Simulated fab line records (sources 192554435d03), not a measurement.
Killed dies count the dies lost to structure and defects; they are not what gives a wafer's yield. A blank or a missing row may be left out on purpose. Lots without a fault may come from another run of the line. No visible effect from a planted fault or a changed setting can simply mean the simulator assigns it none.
fab line records | flow n5Finfet
[record] lots = 10 wafers = 30 lastDay = 22
route steps=1938 shown BEOL_M5@1181 BEOL_M6@1211
lots that met no fault: from a run of the same line without faults
startH: hours from the record's opening day to when the first of the lot's shown wafers began | waitH: hours from the lot's prior step to this one | " as in the row above | L1.1+2: several wafers, shown together as one row | - no value, or no start given | * or withheld: withheld | < > ~ a bound
route shown NAME@n: names a module that has steps shown in the file, with the first one's number in the route | usual: mean/standard deviation taken from wafers without a fault | same: alike in all rows | chamber/n: place in a boat | sites: each site's reading | _std_site: how widely they spread, as a standard deviation | _edge_site: outer sites' mean less inner sites' | radiusMm: for every site, how far away it sits from the centre of the wafer | mask NAME#n: copy n | behind: the tool/chamber that last shaped the wafer | hold: why the lot was held/for how many hours/how that ended | device: the n, p or np transistor that did not switch | end of line: tests run on the same wafers once the route is complete | step lacking rows: just its recipe | killed: the dies lost at the first sort to structure and to defects; this is not the yield of the wafer | map: a wafer's dies, marking killed ones x, the rest . and places with no die _
set.NAME: setting as actually run; set.NAME@STEP: the setting as run at that earlier step | model.NAME: the simulator's own value behind a step, which no gauge read
route steps across a sampled set of lots; one table per step, one row per wafer
services: the hour from which a tool's chamber was out of use, counted from the record's first day as startH (under 0 if before that day), plus the number of hours and why
[[steps]]
[step N5_BEOL_M5_SPUTTER_88]
[recipe] material = Cu targetThkA = 150 tempC = -20 chamberPressurePa = 0.07 powerW = withheld timeS = 27.62
[usual] throttleValvePct = 29.6/1
// columns lot.wafer tool chamber startH waitH throttleValvePct
L761.1 pvdSputter-01 - 208.39 0.5 31.2
L761.3 " - " " 28.3
L761.5 " - " " 29.6
L764.1 pvdSputter-02 - 230.06 0.5 28.9
L764.4 " - " " 30.2
L764.6 " - " " 30.3
L763.4 pvdSputter-02 - 238.86 0.5 28.6
L763.5 " - " " 28.6
L763.6 " - " " 31.1
L768.1 pvdSputter-02 - 301.74 0.5 30.9
L768.2 " - " " 30.1
L768.4 " - " " 28.7
L777.3 pvdSputter-02 - 360.88 0.5 28.6
L777.5 " - " " 28.7
L777.6 " - " " 31.1
L775.2 pvdSputter-03 - 366.74 0.5 29.0
L775.5 " - " " 29.5
L775.6 " - " " 28.1
L782.4 pvdSputter-01 - 380.71 0.5 31.5
L782.5 " - " " 31.1
L782.6 " - " " 29.4
L784.3 pvdSputter-02 - 383.45 0.5 28.8
L784.4 " - " " 28.8
L784.5 " - " " 30.2
L769.1 pvdSputter-01 - 413.40 0.5 29.5
L769.3 " - " " 31.4
L769.6 " - " " 31.6
L783.3 pvdSputter-02 - 413.53 0.5 28.7
L783.4 " - " " 28.5
L783.6 " - " " 30.2
[step N5_BEOL_M5_DEP_56]
[recipe] material = SiCN targetThkA = 80 tempC = withheld precursor = 3MS/NH3 pressureTorr = 3 rfW = 202 timeS = 14
[usual] showerheadPlenumPTorr = 3.663/0.01 throttleValvePct = 9.0/0.41
// columns lot.wafer tool chamber startH waitH showerheadPlenumPTorr sinceWetCleanH throttleValvePct
L761.1 pecvd-01 2 210.48 0.0 3.675 160 8.1
L761.3 " 1 " " 3.684 1639 8.8
L761.5 " 0 " " 3.659 - 9.8
L764.1 pecvd-03 0 232.15 0.0 3.668 755 9.1
L764.4 " 1 " " 3.640 - 9.4
L764.6 " 0 " " 3.661 - 9.1
L763.4 pecvd-01 0 240.95 0.0 3.657 - 10.1
L763.5 " 1 " " 3.676 - 8.8
L763.6 " 2 " " 3.653 - 8.4
L768.1 pecvd-02 1 303.82 0.0 3.662 1914 9.1
L768.2 " 2 " " 3.662 435 8.8
L768.4 " 1 " " 3.664 - 8.7
L777.3 pecvd-02 1 363.12 0.0 3.656 1973 8.8
L777.5 " 2 " " 3.659 - 9.1
L777.6 " 1 " " 3.672 - 8.7
L775.2 pecvd-02 1 368.82 0.0 3.663 1979 9.0
L775.5 " 0 " " 3.678 - 9.1
L775.6 " 2 " " 3.651 - 8.8
L782.4 pecvd-02 1 382.80 0.0 3.666 - 8.7
L782.5 " 0 " " 3.668 - 9.4
L782.6 " 2 " " 3.660 - 9.1
L784.3 pecvd-01 2 385.52 0.0 3.668 335 8.6
L784.4 " 2 " " 3.664 - 8.5
L784.5 " 1 " " 3.682 - 9.0
L769.1 pecvd-02 1 415.49 0.0 3.668 2026 8.9
L769.3 " 2 " " 3.662 547 9.0
L769.6 " 1 " " 3.667 - 8.8
L783.3 pecvd-03 2 415.64 0.0 3.661 - 8.3
L783.4 " 0 " " 3.662 - 9.2
L783.6 " 0 " " 3.682 - 9.4
[step N5_BEOL_M6_ETCH_61]
[recipe] chemistry = CF4 target = SiARC targetDepthA = 455 maskMaterial = CAR-ArF timeS = 75.8 ionEnergyEv = 80 pressureMtorr = 40 sourceW = 545 biasW = 36 Ar_flow_sccm = 100 cf4FlowSccm = 100 ends = cleared
[usual] biasW = 36.02/0.11 drypumpMotorCurrentA = 5.6/0.35 etchRfOnTimeS = 76.0/1.4 oesProductAu = 0.69/0.081 rfVppV = 184.2/1.2 showerheadPlenumPTorr = 2.16/0.081 throttleValvePct = 15.62/0.19
// columns lot.wafer tool chamber startH waitH biasW drypumpMotorCurrentA etchRfOnTimeS oesProductAu rfHoursCounterH rfVppV showerheadPlenumPTorr throttleValvePct
L761.1 rieDiel-04 3 211.92 0.0 36.00 5.1 75.9 0.59 250 185.2 2.19 15.84
L761.3 " 0 " " 35.77 6.1 73.8 0.81 15 185.8 2.28 15.43
L761.5 " 0 " " 35.82 6.1 73.1 0.81 - 186.4 2.28 15.42
L764.1 rieDiel-02 1 234.21 0.0 35.91 5.8 75.6 0.62 184 186.1 2.21 15.65
L764.4 " 0 " " 36.10 5.6 76.1 0.60 211 182.0 2.04 15.64
L764.6 " 1 " " 36.04 5.8 75.2 0.63 - 183.6 2.21 15.67
L763.4 rieDiel-04 1 244.71 0.0 35.89 5.5 76.6 0.73 66 182.9 2.08 15.71
L763.5 " 0 " " 36.19 6.1 75.1 0.77 - 186.4 2.27 15.44
L763.6 " 3 " " 36.15 5.1 75.1 0.84 - 184.0 2.19 15.37
L768.1 rieDiel-04 0 307.05 0.0 36.18 6.1 73.7 0.76 46 185.6 2.27 15.48
L768.2 " 3 " " 35.82 5.1 74.3 0.80 25 184.8 2.18 15.41
L768.4 " 0 " " 36.20 6.1 73.8 0.76 - 184.1 2.26 15.49
L777.3 rieDiel-04 1 364.94 0.0 39.65 5.6 75.0 0.71 101 194.6 2.07 15.78
L777.5 " 3 " " 39.60 5.2 74.1 0.77 - 196.6 2.17 15.44
L777.6 " 0 " " 39.69 6.1 73.8 0.74 - 197.5 2.26 15.53
L775.2 rieDiel-04 1 372.48 0.0 39.81 5.6 73.6 0.72 103 194.7 2.07 15.80
L775.5 " 1 " " 39.68 5.6 74.4 0.71 - 195.5 2.07 15.80
L775.6 " 2 " " 39.58 5.2 71.3 0.81 - 194.6 2.10 15.37
L782.4 rieDiel-02 1 385.28 0.0 35.97 5.8 76.4 0.59 - 184.1 2.20 15.75
L782.5 " 3 " " 36.09 5.6 78.1 0.61 - 182.7 2.04 15.90
L782.6 " 2 " " 35.94 5.7 76.3 0.64 - 184.7 2.22 15.78
L784.3 rieDiel-02 1 387.97 0.0 36.02 5.8 76.8 0.59 235 185.9 2.20 15.75
L784.4 " 1 " " 35.98 5.7 76.1 0.59 - 181.7 2.20 15.75
L784.5 " 2 " " 35.91 5.7 76.2 0.63 - 186.2 2.22 15.79
L769.1 rieDiel-05 0 417.34 0.0 36.13 6.3 76.9 0.70 79 183.3 2.16 15.59
L769.3 " 2 " " 36.24 5.8 75.5 0.74 37 185.5 2.18 15.60
L769.6 " 2 " " 36.24 5.8 75.5 0.75 - 184.5 2.18 15.62
L783.3 rieDiel-05 1 419.41 0.0 35.82 5.4 76.1 0.71 71 184.9 2.26 15.42
L783.4 " 2 " " 36.13 5.7 75.4 0.74 - 183.6 2.18 15.61
L783.6 " 1 " " 35.83 5.4 75.7 0.72 - 184.4 2.26 15.43
[step N5_BEOL_M6_STRIP_67]
[recipe] chemistry = CF4 resist = SiARC powerW = 300 biasPowerW = 75 pressureMtorr = 50 cf4FlowSccm = 150 rfFrequencyHz = 6e+07
[usual] drypumpMotorCurrentA = 5.6/0.36 oesProductAu = 0.81/0.089 powerW = 300.0/0.91 rfVppV = 271.5/1.6 showerheadPlenumPTorr = 1.81/0.068 throttleValvePct = 13.59/0.2
// columns lot.wafer tool chamber startH waitH drypumpMotorCurrentA oesProductAu powerW rfHoursCounterH rfVppV showerheadPlenumPTorr throttleValvePct
L761.1 rieDiel-04 3 212.13 0.0 5.1 0.68 299.7 250 272.4 1.83 13.87
L761.3 " 0 " " 6.1 0.93 299.2 15 275.5 1.91 13.39
L761.5 " 0 " " 6.1 0.93 298.4 - 273.7 1.91 13.38
L764.1 rieDiel-02 1 234.42 0.0 5.7 0.73 300.6 184 271.8 1.85 13.66
L764.4 " 0 " " 5.6 0.71 301.4 211 270.7 1.71 13.67
L764.6 " 1 " " 5.8 0.73 299.8 - 272.1 1.85 13.67
L763.4 rieDiel-04 1 244.92 0.0 5.6 0.86 300.5 66 271.4 1.74 13.65
L763.5 " 0 " " 6.1 0.90 300.6 - 274.0 1.91 13.39
L763.6 " 3 " " 5.1 0.98 299.5 - 270.1 1.83 13.33
L768.1 rieDiel-04 0 307.25 0.0 6.1 0.87 298.6 46 273.1 1.90 13.45
L768.2 " 3 " " 5.1 0.92 300.3 25 271.5 1.83 13.37
L768.4 " 0 " " 6.1 0.87 299.8 - 272.4 1.90 13.47
L777.3 rieDiel-04 1 365.14 0.0 5.5 0.82 300.1 101 268.7 1.73 13.74
L777.5 " 3 " " 5.1 0.89 300.3 - 270.8 1.82 13.40
L777.6 " 0 " " 6.1 0.85 299.0 - 274.7 1.90 13.49
L775.2 rieDiel-04 1 372.68 0.0 5.6 0.83 299.3 103 268.9 1.73 13.75
L775.5 " 1 " " 5.6 0.83 299.0 - 268.3 1.73 13.76
L775.6 " 2 " " 5.2 0.92 299.9 - 270.2 1.76 13.32
L782.4 rieDiel-02 1 385.47 0.0 5.7 0.70 299.2 - 271.5 1.84 13.75
L782.5 " 3 " " 5.6 0.73 298.9 - 268.7 1.70 13.87
L782.6 " 2 " " 5.7 0.73 297.5 - 273.6 1.86 13.76
L784.3 rieDiel-02 1 388.17 0.0 5.8 0.69 300.8 235 272.1 1.84 13.77
L784.4 " 1 " " 5.8 0.70 301.0 - 270.8 1.84 13.76
L784.5 " 2 " " 5.7 0.74 301.6 - 272.0 1.86 13.77
L769.1 rieDiel-05 0 417.54 0.0 6.3 0.82 299.5 79 272.9 1.81 13.53
L769.3 " 2 " " 5.8 0.87 301.2 37 272.8 1.82 13.53
L769.6 " 2 " " 5.7 0.87 300.9 - 273.3 1.82 13.58
L783.3 rieDiel-05 1 419.61 0.0 5.4 0.82 300.2 71 273.8 1.88 13.37
L783.4 " 2 " " 5.8 0.87 301.3 - 269.9 1.82 13.56
L783.6 " 1 " " 5.4 0.82 298.9 - 273.1 1.88 13.37
[[services]]
// columns tool chamber startH hours kind
rieDiel-04 3 212.32 - clean
rieDiel-04 3 212.32 - consumableReplace:focusRing
rieDiel-04 3 212.32 13.7 scheduledDown
rieDiel-04 3 212.32 13.7 ventCycle
rieDiel-02 - 238.40 0.2 repair
rieDiel-02 0 251.28 2.0 repair
pvdSputter-03 - 273.75 1.9 repair
pecvd-02 0 274.67 30.8 repair
rieDiel-04 2 292.39 - clean
rieDiel-04 2 292.39 - consumableReplace:focusRing
rieDiel-04 2 292.39 17.3 scheduledDown
rieDiel-04 2 292.39 17.3 ventCycle
pecvd-01 0 331.19 20.5 repair
rieDiel-05 1 333.99 5.9 repair
rieDiel-02 3 335.79 4.6 repair
pecvd-02 2 337.97 16.0 repair
pecvd-02 2 355.96 3.8 repair
rieDiel-02 0 365.28 - clean
pecvd-01 - 367.97 1.2 repair
pvdSputter-03 - 368.86 6.0 repair
rieDiel-04 3 382.33 7.4 repair
rieDiel-04 0 393.93 4.7 repair
rieDiel-04 0 401.55 15.5 repair
pecvd-01 - 402.06 1.0 repair
[[key]]
[firstSign] step = N5_BEOL_M6_ETCH_61 reading = biasW direction = up sigmas = 34 usual = * struck = *
[effect] step = N5_BEOL_M6_ETCH_61 reading = rfVppV direction = up sigmas = 9.3 usual = 184.2 struck = 195.6
metAt N5_BEOL_M6_ETCH_61
struckLots L775,L777
notActingAt N5_BEOL_M5_SPUTTER_88,N5_BEOL_M5_DEP_56,N5_BEOL_M6_STRIP_67
onsetBetween 307.05 364.94
[fault] kind = processParameterDrift tool = rieDiel-04 chamber = - onsetH = 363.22 steps = N5_BEOL_M6_ETCH_61 channel = biasW offset = * shape = step endH = 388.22 actsIn = * stated = *
